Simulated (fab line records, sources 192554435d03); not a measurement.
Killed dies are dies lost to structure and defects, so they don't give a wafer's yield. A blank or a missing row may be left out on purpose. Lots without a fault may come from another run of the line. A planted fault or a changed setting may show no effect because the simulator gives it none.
Chamber matching | flow n5_finfet | N5_DUMMY_GATE_ETCH_32 on rie_si-04: 4 sister chambers
The step etches SiO2 in CF4, target depth 3.5 nm, time 3.9 s. 22 wafers are shown with their chamber, then 11 later ones without.

WAFERS WITH THEIR CHAMBER
wafer  | chamber | throttle_valve_pct (%) | drypump_motor_current_A (A) | oes_product_au (a.u.)
L075.1 | 3       | 21.8                   | 6.1                         | 0.998
L075.2 | 0       | 22.0                   | 5.4                         | 0.993
L075.6 | 2       | 21.5                   | 5.5                         | 1.033
L078.2 | 3       | 21.8                   | 6.1                         | 0.993
L078.3 | 1       | 21.1                   | 5.6                         | 0.989
L078.6 | 2       | 21.5                   | 5.5                         | 1.021
L079.1 | 0       | 22.0                   | 5.4                         | 0.997
L079.4 | 3       | 21.8                   | 6.0                         | 0.989
L079.6 | 3       | 21.8                   | 6.0                         | 0.999
L081.1 | 0       | 22.0                   | 5.4                         | 1.002
L081.2 | 1       | 21.1                   | 5.6                         | 1.007
L081.6 | 0       | 22.0                   | 5.4                         | 1.007
L082.1 | 0       | 22.0                   | 5.4                         | 0.999
L082.3 | 1       | 21.1                   | 5.6                         | 0.993
L082.4 | 1       | 21.2                   | 5.6                         | 1.003
L083.2 | 1       | 21.1                   | 5.6                         | 1.009
L083.3 | 3       | 21.8                   | 6.1                         | 1.002
L083.6 | 1       | 21.2                   | 5.6                         | 0.998
L085.1 | 3       | 21.8                   | 6.1                         | 1.003
L085.4 | 1       | 21.1                   | 5.6                         | 1.007
L085.6 | 1       | 21.1                   | 5.6                         | 1.005
L090.2 | 0       | 22.0                   | 5.4                         | 0.999

SIGNATURES (means of the wafers above)
reading                 | chamber 0 | chamber 1 | chamber 2 | chamber 3 | scatter within a chamber
throttle_valve_pct      | 22.000    | 21.125    | 21.500    | 21.800    | 0.0289
drypump_motor_current_A | 5.400     | 5.600     | 5.500     | 6.067     | 0.0272
oes_product_au          | 0.99950   | 1.00137   | 1.02700   | 0.99733   | 0.00624
Rule: a wafer's distance from a chamber is the root of the sum, over the readings, of the square of ((its reading less the chamber's mean) divided by the reading's scatter). The wafer belongs to the nearest chamber; if the next one is less than 2 further off, it can't be placed. The scatter: the root of (the sum of the squares of (reading less its chamber's mean) over the shown wafers, divided by (wafers less chambers)).

WAFERS WITHOUT THEIR CHAMBER
wafer  | throttle_valve_pct (%) | drypump_motor_current_A (A) | oes_product_au (a.u.)
L090.4 | 21.2                   | 5.6                         | 0.996
L090.6 | 21.7                   | 6.1                         | 0.997
L091.2 | 21.8                   | 6.1                         | 1.007
L091.5 | 21.8                   | 6.1                         | 1.003
L091.6 | 21.4                   | 5.5                         | 1.022
L093.2 | 21.5                   | 5.5                         | 1.024
L093.4 | 21.1                   | 5.6                         | 0.998
L093.6 | 22.0                   | 5.4                         | 0.995
L094.1 | 21.8                   | 6.1                         | 1.008
L094.3 | 21.5                   | 5.5                         | 1.019
L094.4 | 22.0                   | 5.4                         | 1.002

WHICH CHAMBER EACH WENT THROUGH
wafer  | from the rows above | in truth
L090.4 | 1                   | 1
L090.6 | 3                   | 3
L091.2 | 3                   | 3
L091.5 | 3                   | 3
L091.6 | 2                   | 2
L093.2 | 2                   | 2
L093.4 | 1                   | 1
L093.6 | 0                   | 0
L094.1 | 3                   | 3
L094.3 | 2                   | 2
L094.4 | 0                   | 0
Placed correctly: 11 of 11. Can't be placed from these rows: 0. Placed wrongly: 0.
